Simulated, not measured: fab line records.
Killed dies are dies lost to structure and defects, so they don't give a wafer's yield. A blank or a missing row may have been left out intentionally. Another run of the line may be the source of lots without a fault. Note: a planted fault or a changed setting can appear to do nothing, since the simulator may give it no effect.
Which tool is to blame? :: flow nandHarc :: 6 lots, 18 wafers sampled, at 3 steps of a route of 1159

WHAT THE GAUGES READ, wafer by wafer
NHARC_END_SORT_01.
lot: L808
measured: day 20 14:55
on: prober-01
sort_bin_3_pct (%): 0 0.30 0.30

lot: L816
measured: day 22 00:53
on: prober-01
sort_bin_3_pct (%): 0.44 0.15 0

lot: L826
measured: day 24 15:28
on: prober-01
sort_bin_3_pct (%): 0.15 0.59 0.44

EACH LOT AND THE TOOL THAT RAN IT (in order: tool; ch and the chambers of the sampled wafers; start)
lot: L810
NHARC_A_M1_PRE_CLEAN_30: pvdSputter-01, day 18 12:16 or earlier
NHARC_A_BONDPAD_DEP_00: pecvd-02 ch 0,2, day 18 12:16

lot: L808
NHARC_A_M1_PRE_CLEAN_30: pvdSputter-02, day 18 22:56 or earlier
NHARC_A_BONDPAD_DEP_00: pecvd-04 ch 1,2, day 18 22:56

lot: L813
NHARC_A_M1_PRE_CLEAN_30: pvdSputter-02, day 19 21:46 or earlier
NHARC_A_BONDPAD_DEP_00: pecvd-03 ch 0,1, day 19 21:46

lot: L816
NHARC_A_M1_PRE_CLEAN_30: pvdSputter-01, day 20 15:52 or earlier
NHARC_A_BONDPAD_DEP_00: pecvd-03 ch 0,1,2, day 20 15:52

lot: L819
NHARC_A_M1_PRE_CLEAN_30: pvdSputter-03, day 21 22:58 or earlier
NHARC_A_BONDPAD_DEP_00: pecvd-03 ch 0,2, day 21 22:58

lot: L826
NHARC_A_M1_PRE_CLEAN_30: pvdSputter-03, day 23 06:46 or earlier
NHARC_A_BONDPAD_DEP_00: pecvd-02 ch 0,1,2, day 23 06:46
- NHARC_A_M1_PRE_CLEAN_30: time 30 s.
- NHARC_A_BONDPAD_DEP_00: deposits SiCN, target thk 250 nm.

THE ANSWER, worked out from the rows above alone
Rule: the usual values come from the lots themselves. The widest of any qualifying gaps counts: lots, ordered by their means at a reading, are off when they make up no more than a third of the lots, leave a main group of 4 or more, and stand apart from it by 3 or more times the standard deviation of that group's means. A main group is skipped when, at the precision printed for the reading in the tables above, its means are all equal. Also off: a lot with no number at a reading for which 4 or more lots have one. Any other lot the step has rows for is counted as sound.
No lot is off on any of the readings shown, so nothing can be concluded from this.

WHAT THE SIMULATOR HAD INSERTED
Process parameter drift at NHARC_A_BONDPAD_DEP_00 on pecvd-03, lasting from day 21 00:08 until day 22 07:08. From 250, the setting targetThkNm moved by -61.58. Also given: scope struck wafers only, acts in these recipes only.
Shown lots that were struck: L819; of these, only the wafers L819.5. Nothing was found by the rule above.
